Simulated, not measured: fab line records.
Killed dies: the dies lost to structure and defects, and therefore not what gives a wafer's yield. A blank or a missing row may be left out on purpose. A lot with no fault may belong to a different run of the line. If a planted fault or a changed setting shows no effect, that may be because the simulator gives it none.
fab line records ; flow n5Finfet
[record] lots = 5; wafers = 15; lastDay = 19
route steps=1938 shown BEOL_M7@1311 PASSIVATION@1936
lots that met no fault: from a run of the same line without faults
startH: hours from the record's first day to the start of the lot's first wafer shown ; waitH: hours elapsed since this lot's preceding step ; " same as the row above ; L1.1+2: a row that stands for several wafers ; - no value, or no start was given ; * or withheld: withheld ; < > ~ a bound
route shown NAME@n: a module of which the file shows steps, and the number in the route of the first ; usual: mean/standard deviation of fault-free wafers ; same: alike in all rows ; chamber/n: place in a boat ; sites: the reading at each site ; _std_site: the values' standard deviation ; _edge_site: inner sites' mean taken away from outer sites' mean ; radiusMm: how far each site lies from the wafer's centre ; mask NAME#n: copy n ; behind: tool/chamber where the wafer was last shaped ; hold: why the lot was held/for how many hours/how that ended ; device: the n, p or np transistor that did not switch ; end of line: tests of these same wafers at the route's end ; a step with no rows: only its recipe ; killed: dies that structure and defects cost at the first sort, which is not the same as the wafer's yield ; map: a wafer's dies, marking killed ones x, the rest . and places with no die _
set.NAME: the run value of the setting; set.NAME@STEP: its run value at that earlier step ; model.NAME: the simulator's own value behind a step, which no gauge read
lots seen at some steps along the route; tables by step, rows by wafer
services: from which hour (startH, from the record's first day; less than 0 if before it) a tool's chamber was out of use, for how many hours, and why
[[steps]]
[step N5_BEOL_M7_OCD_MEAS_38]
[usual] trenchDepthNm = 93.6/1.6
lot.wafer;tool;chamber;startH;waitH;trenchDepthNm
L154.1;ocd-02;-;225.77;-;93.9
L154.2;ocd-02;-;225.77;-;92.1
L154.4;ocd-02;-;225.77;-;94.6
L160.1;ocd-01;-;275.60;-;91.0
L160.4;ocd-01;-;275.60;-;92.3
L160.6;ocd-01;-;275.60;-;92.8
L161.2;ocd-02;-;276.21;-;92.9
L161.3;ocd-02;-;276.21;-;92.3
L161.5;ocd-02;-;276.21;-;94.8
L171.4;ocd-01;-;369.80;-;93.7
L171.5;ocd-01;-;369.80;-;95.8
L171.6;ocd-01;-;369.80;-;94.2
L174.2;ocd-02;-;372.71;-;91.6
L174.3;ocd-02;-;372.71;-;92.8
L174.4;ocd-02;-;372.71;-;91.0
[step N5_BEOL_M7_HM_STRIP_39]
[recipe] chemistry = peroxideTinStrip; material = TiN; targetDepthA = 250; tempC = 50; timeS = 158
[step N5_BEOL_M7_SRD_40]
[recipe] timeS = 30; tempC = 23; rinseLiquid = diw; dry = ipaMarangoni
[step N5_BEOL_M7_PRECLEAN_42]
[recipe] chemistry = residueRemover; timeS = 60; tempC = 40
[step N5_BEOL_M7_SRD_43]
[recipe] timeS = 30; tempC = 23; rinseLiquid = diw; dry = ipaMarangoni
[step N5_BEOL_M7_CD_MEAS_35]
[recipe] targetCdNm = 40; polarity = opening
[usual] cdNm = 40.2/0.58
lot.wafer;tool;chamber;startH;waitH;cdNm
L154.1;cdSem-02;-;225.92;0.0;40.5
L154.2;cdSem-02;-;225.92;0.0;39.8
L154.4;cdSem-02;-;225.92;0.0;40.3
L160.1;cdSem-01;-;275.75;0.0;39.7
L160.4;cdSem-01;-;275.75;0.0;39.4
L160.6;cdSem-01;-;275.75;0.0;39.3
L161.2;cdSem-02;-;276.37;0.0;39.8
L161.3;cdSem-02;-;276.37;0.0;39.8
L161.5;cdSem-02;-;276.37;0.0;39.4
L171.4;cdSem-03;-;369.95;0.0;39.6
L171.5;cdSem-03;-;369.95;0.0;40.0
L171.6;cdSem-03;-;369.95;0.0;39.9
L174.2;cdSem-03;-;372.87;0.0;41.7
L174.3;cdSem-03;-;372.87;0.0;41.1
L174.4;cdSem-03;-;372.87;0.0;41.3
[step N5_BEOL_M7_CURE_75]
[recipe] tempC = 370; timeS = 120; ambient = DMADMS/He; material = SiCOH_lowk
[usual] lampPowerPct = 52.31/0.051; wafer_temp_C_max = 371.9/0.5
lot.wafer;tool;chamber;startH;waitH;lampPowerPct;wafer_temp_C_max
L154.1;uvCure-02;2;226.10;0.2;52.33;371.5
L154.2;uvCure-02;2;226.10;0.2;52.32;371.4
L154.4;uvCure-02;2;226.10;0.2;52.27;371.4
L160.1;uvCure-03;0;276.00;0.2;52.32;371.4
L160.4;uvCure-03;0;276.00;0.2;52.29;371.8
L160.6;uvCure-03;0;276.00;0.2;52.22;371.5
L161.2;uvCure-03;2;276.46;0.1;52.41;371.3
L161.3;uvCure-03;2;276.46;0.1;52.41;371.2
L161.5;uvCure-03;2;276.46;0.1;52.34;371.6
L171.4;uvCure-01;2;370.14;0.2;52.21;372.7
L171.5;uvCure-01;2;370.14;0.2;52.27;372.4
L171.6;uvCure-01;2;370.14;0.2;52.36;373.0
L174.2;uvCure-03;1;373.20;0.3;52.31;373.1
L174.3;uvCure-03;1;373.20;0.3;52.31;371.7
L174.4;uvCure-03;1;373.20;0.3;52.32;371.9
[step N5_BEOL_M7_DEGAS_44]
[recipe] ambient = vacuum; tempC = 250; timeS = 60
[usual] heaterPowerW = 333/49
lot.wafer;tool;chamber;startH;waitH;heaterPowerW
L154.1;pvdSputter-01;-;228.72;2.6;355
L154.2;pvdSputter-01;-;228.72;2.6;351
L154.4;pvdSputter-01;-;228.72;2.6;363
L160.1;pvdSputter-02;-;276.57;0.5;360
L160.4;pvdSputter-02;-;276.57;0.5;342
L160.6;pvdSputter-02;-;276.57;0.5;321
L161.2;pvdSputter-01;-;276.88;0.4;219
L161.3;pvdSputter-01;-;276.88;0.4;365
L161.5;pvdSputter-01;-;276.88;0.4;343
L171.4;pvdSputter-02;-;370.50;0.3;350
L171.5;pvdSputter-02;-;370.50;0.3;368
L171.6;pvdSputter-02;-;370.50;0.3;333
L174.2;pvdSputter-01;-;373.57;0.3;345
L174.3;pvdSputter-01;-;373.57;0.3;219
L174.4;pvdSputter-01;-;373.57;0.3;356
[step N5_BEOL_M7_PRE_CLEAN_45]
[recipe] gas = H2/He; timeS = 30; tempC = 250
[usual] heaterPowerW = 333/49
lot.wafer;tool;chamber;startH;waitH;heaterPowerW
L154.1;pvdSputter-01;-;228.76;0.0;340
L154.2;pvdSputter-01;-;228.76;0.0;347
L154.4;pvdSputter-01;-;228.76;0.0;372
L160.1;pvdSputter-02;-;276.61;0.0;362
L160.4;pvdSputter-02;-;276.61;0.0;340
L160.6;pvdSputter-02;-;276.61;0.0;325
L161.2;pvdSputter-01;-;276.92;0.0;228
L161.3;pvdSputter-01;-;276.92;0.0;359
L161.5;pvdSputter-01;-;276.92;0.0;354
L171.4;pvdSputter-02;-;370.58;0.0;344
L171.5;pvdSputter-02;-;370.58;0.0;367
L171.6;pvdSputter-02;-;370.58;0.0;335
L174.2;pvdSputter-01;-;373.61;0.0;354
L174.3;pvdSputter-01;-;373.61;0.0;223
L174.4;pvdSputter-01;-;373.61;0.0;361
[step N5_BEOL_M7_ALD_77]
[recipe] material = TaN; targetThkA = 20; tempC = 275; aldPrecursorFamily = PDMAT; aldCoReactant = NH3; pressureTorr = 3; carrierFlowSccm = 1500; pulseTimeS = 2; purgeTimeS = 3; coReactantPurgeTimeS = 2; coReactantPulseTimeS = 3; aldCycles = 40; precursorVesselTempC = 75; precursorVesselPressureTorr = 26.25; precursorVesselCarrierSccm = 1000
[usual] heaterPowerW = 410/36; mfcCarrierSccm = 1500/4.9
lot.wafer;tool;chamber;startH;waitH;heaterPowerW;mfcCarrierSccm
L154.1;aldMetal-02;1;228.82;0.0;412;1502
L154.2;aldMetal-02;0;228.82;0.0;402;1494
L154.4;aldMetal-02;2;228.82;0.0;378;1505
L160.1;aldMetal-03;1;276.67;0.0;417;1491
L160.4;aldMetal-03;2;276.67;0.0;380;1504
L160.6;aldMetal-03;3;276.67;0.0;424;1509
L161.2;aldMetal-02;0;276.99;0.0;404;1496
L161.3;aldMetal-02;1;276.99;0.0;416;1507
L161.5;aldMetal-02;0;276.99;0.0;405;1496
L171.4;aldMetal-03;1;370.75;0.1;419;1499
L171.5;aldMetal-03;2;370.75;0.1;368;1499
L171.6;aldMetal-03;3;370.75;0.1;420;1506
L174.2;aldMetal-03;1;373.67;0.0;425;1495
L174.3;aldMetal-03;3;373.67;0.0;434;1496
L174.4;aldMetal-03;0;373.67;0.0;394;1500
[step N5_BEOL_M7_SURFACE_TREAT_79]
[recipe] gas = Ar; timeS = *; ionEnergyEv = *; ionCurrentMaCm2 = 0.5; pressureMtorr = *; arFlowSccm = 30
[usual] throttleValvePct = *
lot.wafer;tool;chamber;startH;waitH;throttleValvePct
L154.1;pvdSputter-01;-;229.12;0.2;*
L154.2;pvdSputter-01;-;229.12;0.2;*
L154.4;pvdSputter-01;-;229.12;0.2;*
L160.1;pvdSputter-01;-;277.00;0.2;*
L160.4;pvdSputter-01;-;277.00;0.2;*
L160.6;pvdSputter-01;-;277.00;0.2;*
L161.2;pvdSputter-02;-;277.33;0.2;*
L161.3;pvdSputter-02;-;277.33;0.2;*
L161.5;pvdSputter-02;-;277.33;0.2;*
L171.4;pvdSputter-03;-;372.19;1.3;*
L171.5;pvdSputter-03;-;372.19;1.3;*
L171.6;pvdSputter-03;-;372.19;1.3;*
L174.2;pvdSputter-01;-;374.01;0.2;*
L174.3;pvdSputter-01;-;374.01;0.2;*
L174.4;pvdSputter-01;-;374.01;0.2;*
[step N5_BEOL_M7_CVD_78]
[recipe] material = Co; targetThkA = 20; tempC = withheld; precursor = CCTBA/H2; pressureTorr = 30; timeS = 142.3
[step N5_BEOL_M7_SPUTTER_48]
[recipe] material = Cu; targetThkA = 100; tempC = -20; biasV = 60; powerW = 26000; chamberPressurePa = 0.13; timeS = 1.667
[usual] biasV = 60.1/0.59; cathodeDcPowerW = 26000/4.8; throttleValvePct = 30.7/1
lot.wafer;tool;chamber;startH;waitH;biasV;cathodeDcPowerW;throttleValvePct
L154.1;pvdSputter-03;-;229.33;0.1;60.3;25998;30.8
L154.2;pvdSputter-03;-;229.33;0.1;60.0;25995;30.5
L154.4;pvdSputter-03;-;229.33;0.1;60.8;25996;31.4
L160.1;pvdSputter-01;-;277.31;0.1;59.9;26007;32.1
L160.4;pvdSputter-01;-;277.31;0.1;60.3;31813;31.1
L160.6;pvdSputter-01;-;277.31;0.1;60.4;31825;30.4
L161.2;pvdSputter-02;-;277.61;0.1;59.9;26005;31.5
L161.3;pvdSputter-02;-;277.61;0.1;59.1;26006;29.9
L161.5;pvdSputter-02;-;277.61;0.1;60.9;26005;30.4
L171.4;pvdSputter-03;-;372.63;0.1;60.7;25994;30.9
L171.5;pvdSputter-03;-;372.63;0.1;59.7;26005;30.2
L171.6;pvdSputter-03;-;372.63;0.1;60.3;26004;28.8
L174.2;pvdSputter-01;-;374.25;0.1;59.8;26000;30.6
L174.3;pvdSputter-01;-;374.25;0.1;59.9;25999;29.4
L174.4;pvdSputter-01;-;374.25;0.1;61.7;26000;30.5
[step N5_BEOL_M7_ECD_50]
[recipe] material = Cu; targetThkA = 3000
[step N5_PASSIVATION_PROBE_49]
[usual] defectLimitedYield = 91.1/1.4; killed_at_M0_to_M3 = 36/11; killed_at_M4_up = 14/5.2; killedAtContacts = 12/6.1; killedAtFrontEnd = 40/12; killedAtOther = 3.2/2.5; killedDies = 105/16; killedOpen = 68/12; killedShort = 35/8.7; sort_bin_5_function = 5.2/0.89; sort_bin_6_memory = 3.3/0.66; sortNPass = 1074/16; sortYieldPct = 91.1/1.4
[same] grossDies = 1180; killedAtBackSide = 0; sort_bin_4_leakage[%] = 0; sort_bin_8_speed[%] = 0
lot.wafer;tool;chamber;startH;waitH;defectLimitedYield[%];killed_at_M0_to_M3;killed_at_M4_up;killedAtContacts;killedAtFrontEnd;killedAtOther;killedDies;killedOpen;killedShort;sort_bin_5_function[%];sort_bin_6_memory[%];sortNPass;sortYieldPct[%]
L160.1;prober-01;-;355.23;0.0;90.8;30;12;7;60;0;109;75;23;4.5;3.9;1071;90.8
L160.4;prober-01;-;355.38;0.2;91.5;32;9;16;42;1;100;71;28;4.9;3.4;1080;91.5
L160.6;prober-01;-;355.48;0.3;92.7;26;7;16;36;1;86;57;27;3.8;3.3;1094;92.7
L174.2;prober-01;-;459.17;0.1;89.7;36;11;10;64;1;122;59;59;6.4;3.7;1058;89.7
L174.3;prober-01;-;459.22;0.1;89.5;40;16;5;61;2;124;88;33;6.0;4.1;1056;89.5
L174.4;prober-01;-;459.27;0.2;92.4;16;15;19;40;0;90;52;36;4.3;2.9;1090;92.4
// killed by level:class
L160.1 FIN_SAQP:geometricParticle:open=16 BEOL_M1:geometricParticle:open=11 DUMMY_GATE:geometricParticle:open=9 HKMG_FIN:areaEtch=8 MOL_CONTACT_COAG:geometricParticle:open=7 FIN_SAQP:geometricParticle:short=6 BEOL_M0:geometricParticle:open=6 STARTING-WAFER:geometricParticle:open=5
L160.4 MOL_CONTACT_COAG:geometricParticle:open=12 BEOL_M0:geometricParticle:open=11 DUMMY_GATE:geometricParticle:open=9 BEOL_M4:geometricParticle:open=7 FIN_SAQP:geometricParticle:open=6 BEOL_M2:geometricParticle:open=6 GATE_CUT:geometricParticle:short=5 BEOL_M3:geometricParticle:open=5
L160.6 MOL_CONTACT_COAG:geometricParticle:open=12 FIN_SAQP:geometricParticle:short=7 BEOL_M1:geometricParticle:open=7 BEOL_M3:geometricParticle:open=7 FIN_SAQP:geometricParticle:open=4 DUMMY_GATE:geometricParticle:open=4 MOL_CONTACT_COAG:geometricParticle:short=4 STI_FIN_REVEAL:geometricParticle:open=3
L174.2 GATE_CUT:geometricParticle:short=16 FIN_SAQP:geometricParticle:open=15 FIN_SAQP:geometricParticle:short=9 BEOL_M3:geometricParticle:short=9 BEOL_M0_SAQP:geometricParticle:short=8 BEOL_M1:geometricParticle:open=8 GATE_CUT:geometricParticle:open=7 MOL_CONTACT_COAG:geometricParticle:open=6
L174.3 FIN_SAQP:geometricParticle:open=19 STI_FIN_REVEAL:geometricParticle:open=14 BEOL_M1:geometricParticle:open=12 FIN_SAQP:geometricParticle:short=10 BEOL_M4:geometricParticle:open=10 BEOL_M3:geometricParticle:open=8 BEOL_M3:geometricParticle:short=5 DUMMY_GATE:geometricParticle:open=4
L174.4 STI_FIN_REVEAL:geometricParticle:open=11 MOL_CONTACT_COAG:geometricParticle:open=11 FIN_SAQP:geometricParticle:short=9 MOL_CONTACT_COAG:geometricParticle:short=8 FIN_SAQP:geometricParticle:open=6 STARTING-WAFER:geometricParticle:short=5 BEOL_M4:geometricParticle:open=4 BEOL_M0_SAQP:geometricParticle:open=3
[[services]]
tool;chamber;startH;hours;kind
uvCure-03;-;224.02;0.2;repair
uvCure-01;-;224.39;3.7;repair
aldMetal-03;1;233.92;3.8;repair
uvCure-03;-;254.35;7.5;pm
pvdSputter-03;-;256.81;10.5;repair
aldMetal-02;3;260.21;36.9;repair
aldMetal-02;0;261.46;-;calibration
aldMetal-03;1;267.26;1.5;repair
uvCure-02;-;274.02;7.5;pm
uvCure-01;-;298.48;0.3;repair
aldMetal-02;3;335.93;17.4;repair
aldMetal-03;-;343.44;8.7;pm
[[key]]
[firstSign] step = N5_BEOL_M7_SPUTTER_48; reading = cathodeDcPowerW; direction = up; sigmas = 99+; usual = *; struck = *
effect none on later readings
metAt N5_BEOL_M7_SPUTTER_48
struckWafers L160.4,L160.6
[fault] kind = processParameterDrift; tool = pvdSputter-01; chamber = -; onsetH = 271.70; steps = N5_BEOL_M7_SPUTTER_48; channel = powerW; offset = *; shape = step; endH = 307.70; actsIn = *; stated = *; scope = struckWafersOnly
